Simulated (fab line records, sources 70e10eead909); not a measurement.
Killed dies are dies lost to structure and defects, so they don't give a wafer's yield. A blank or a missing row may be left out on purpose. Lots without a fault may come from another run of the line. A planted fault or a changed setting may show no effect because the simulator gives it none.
Problem report in the 8D (eight disciplines) form, filled by code | flow nand_harc | the parts of the form that need people (team, actions taken, sign-off) are left out

1. THE PROBLEM
raw_defect_count at NHARC_P_GATE_INSPECT_28 reads a mean of 329.0 on 1 wafer of 1 lot; wafers without a fault read 5.2 with a standard deviation of 2.5. That is +99 or more standard deviations from the usual mean.
First seen on wafer L525.4, day 7 19:43, on defect_inspect-02. The record holds 13 wafers of 5 lots with a number at this step. Rule for "out", or "out of limits": more than 4 standard deviations from the usual mean. The other wafers with a number count as sound.

2. WHAT IT IS AND WHAT IT IS NOT
question                    | is                     | is not
which readings at this step | raw_defect_count       | -
which lots                  | L525                   | L516, L521, L530, L532
which wafers of those lots  | all that have a number | -
read on which gauges        | defect_inspect-02      | defect_inspect-01
when                        | from day 7 19:43       | up to then (6 sound wafers); but 6 sound wafers of L530, L532 came after

3. SUSPECTS, AND WHAT RULES EACH OUT
Counting: a tool at a process step up to the reading stays a suspect if it ran every lot that is out and no sound lot after the first of them.
- the gauge at NHARC_P_GATE_INSPECT_28: kept. All the wafers that are out were read on defect_inspect-02, and no step on other tools shows them out.
- cmp-04 at NHARC_P_STI_CMP_21 (polishes, t overpolish 20 s, target thk 380.67 nm): kept. It ran the lot that is out, L525 (day 6 13:14), and no sound lot after that.
- wet_bench-01 at NHARC_P_STI_STRIP_24 (strips Si3N4 in H3PO4): kept. It ran the lot that is out, L525 (day 6 13:34), and no sound lot after that; its last sound lot up to then is L521 (day 5 14:51).
- rie_diel-11 at NHARC_P_GATE_DESCUM_13 (chemistry O2, time 3 s): ruled out as a lasting fault. Sound lots L532 ran on it after its first lot that is out, L525 (day 7 05:52).
- acl_dep-03 at NHARC_P_GATE_HM_DEP_102 (deposits aC, target thk 120 nm): kept. It ran the lot that is out, L525 (day 7 18:34), and no sound lot after that.
- pecvd-01 at NHARC_P_GATE_DEP_103 (deposits SiON, target thk 30 nm): ruled out as a lasting fault. Sound lots L530, L532 ran on it after its first lot that is out, L525 (day 7 19:02).
Left after counting: cmp-04 at NHARC_P_STI_CMP_21, wet_bench-01 at NHARC_P_STI_STRIP_24, acl_dep-03 at NHARC_P_GATE_HM_DEP_102, defect_inspect-02 at NHARC_P_GATE_INSPECT_28.

4. THE CAUSE (what the simulator had put in)
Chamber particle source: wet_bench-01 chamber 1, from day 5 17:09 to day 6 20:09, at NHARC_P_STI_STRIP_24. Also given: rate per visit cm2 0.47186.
Counting left 4 suspects, and this tool is among them.

5. THE CHAIN OF EFFECTS, in route order
Each row: a reading whose mean over the struck wafers that have a number lies more than 3 standard deviations from the usual. Only readings for which the record gives a usual standard deviation are gone through. hours: the time from each lot's start at the first step in this table that gives one to its start at this step, as a median over the lots. sigmas: the change in usual standard deviations.
hours | step                    | reading          | usual | on struck wafers | change | sigmas
0     | NHARC_P_STI_INSPECT_25  | raw_defect_count | 209   | 465              | +256   | +3.8
22    | NHARC_P_GATE_INSPECT_28 | raw_defect_count | 5.2   | 329.0            | +323.8 | +99 or more
61    | NHARC_P_GATE_INSPECT_68 | raw_defect_count | 188   | 454              | +266   | +4.1

6. WHAT WOULD HAVE CAUGHT IT SOONER
In this record the first reading out of limits at a measuring or inspecting step was taken at day 7 19:43, 51 hours after the fault began at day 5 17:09.
All the lots that are out (1) had begun NHARC_P_STI_STRIP_24 on wet_bench-01 by day 7 19:43. A hold on the tool at that time would have spared none of them.
